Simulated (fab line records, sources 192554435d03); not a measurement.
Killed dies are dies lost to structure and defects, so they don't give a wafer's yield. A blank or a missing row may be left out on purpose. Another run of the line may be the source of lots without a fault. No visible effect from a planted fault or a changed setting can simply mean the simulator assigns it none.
Matching of chambers -- flow n5Finfet -- N5_BEOL_M5_ETCH_61 on rieDiel-02 has 4 sister chambers
The step etches SiARC in CF4, target depth 15.6 nm, time 26 s. 8 wafers are shown with their chamber, then 7 later ones without.

## WAFERS PAIRED WITH THEIR CHAMBERS
wafer,chamber,showerheadPlenumPTorr (Torr),throttleValvePct (%)
L075.5,1,2.09,15.20
L077.4,1,2.09,15.19
L077.5,2,2.12,15.62
L078.2,0,1.98,15.75
L080.4,2,2.12,15.63
L080.5,3,2.14,15.68
L081.2,3,2.13,15.68
L081.5,0,1.98,15.75

## WAFERS WITH NO CHAMBER GIVEN
wafer,showerheadPlenumPTorr (Torr),throttleValvePct (%)
L081.6,2.13,15.69
L095.2,1.97,15.80
L095.4,2.08,15.28
L095.5,2.08,15.26
L096.3,2.11,15.23
L096.4,2.12,15.75
L096.6,2.11,15.23

## EACH ONE'S CHAMBER
wafer,from the rows above,in truth
L081.6,3,3
L095.2,0,0
L095.4,1,1
L095.5,1,1
L096.3,1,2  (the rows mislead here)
L096.4,3,3
L096.6,1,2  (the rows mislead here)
Correctly placed: 5 of 7. Left unplaced by these rows: 0. 2 placed wrongly.
How it was worked out, from the rows above alone: a wafer's distance from a chamber is the root of the sum, over the readings, of the square of ((its reading less the chamber's mean) divided by the reading's scatter). The wafer belongs to the nearest chamber; if the next one is less than 2 further off, it can't be placed. The mean given for a chamber averages the wafers shown for that chamber. How the scatter is found: for the shown wafers, subtract from each reading the mean of its chamber, square and add these, divide the total by (wafers less chambers), then take the root.
